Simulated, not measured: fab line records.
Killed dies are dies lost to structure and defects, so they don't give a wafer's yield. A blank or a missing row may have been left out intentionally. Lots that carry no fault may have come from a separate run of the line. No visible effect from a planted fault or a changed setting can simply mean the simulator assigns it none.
Matching of chambers || flow n5-finfet || N5_GATE_CUT_ETCH_58 on rie-diel-01 has 4 sister chambers
The step etches SiNx in CH3F/O2, target depth 17 nm, time 128.6 s. 4 wafers are shown with their chamber, then 8 later ones without.

WAFERS WITH THEIR CHAMBER
{"wafer": "L085.3", "chamber": 3, "drypump-motor-current-A (A)": 5.4}
{"wafer": "L086.4", "chamber": 2, "drypump-motor-current-A (A)": 5.7}
{"wafer": "L090.6", "chamber": 1, "drypump-motor-current-A (A)": 5.8}
{"wafer": "L091.2", "chamber": 0, "drypump-motor-current-A (A)": 6.5}

WAFERS WITH NO CHAMBER GIVEN
{"wafer": "L091.4", "drypump-motor-current-A (A)": 6.5}
{"wafer": "L091.6", "drypump-motor-current-A (A)": 5.7}
{"wafer": "L094.2", "drypump-motor-current-A (A)": 5.7}
{"wafer": "L094.3", "drypump-motor-current-A (A)": 6.5}
{"wafer": "L094.6", "drypump-motor-current-A (A)": 6.5}
{"wafer": "L097.1", "drypump-motor-current-A (A)": 6.4}
{"wafer": "L097.2", "drypump-motor-current-A (A)": 5.4}
{"wafer": "L097.3", "drypump-motor-current-A (A)": 5.7}

EACH ONE'S CHAMBER
{"wafer": "L091.4", "from the rows above": 0, "in truth": 0}
{"wafer": "L091.6", "from the rows above": 2, "in truth": 2}
{"wafer": "L094.2", "from the rows above": 2, "in truth": 2}
{"wafer": "L094.3", "from the rows above": 0, "in truth": 0}
{"wafer": "L094.6", "from the rows above": 0, "in truth": 0}
{"wafer": "L097.1", "from the rows above": 0, "in truth": 0}
{"wafer": "L097.2", "from the rows above": 3, "in truth": 3}
{"wafer": "L097.3", "from the rows above": 2, "in truth": 2}
Correctly placed: 8 of 8. Left unplaced by these rows: 0. 0 placed wrongly.
How it was worked out, from the rows above alone: a wafer's distance from a chamber is the root of the sum, over the readings, of the square of ((its reading less the chamber's mean) divided by the reading's scatter). The wafer belongs to the nearest chamber; if the next one is less than 2 further off, it can't be placed. For every chamber, the mean is computed from those of its wafers that are shown. The scatter: root of mean squared gap, hidden wafer to nearest shown wafer, with one shown wafer a chamber.
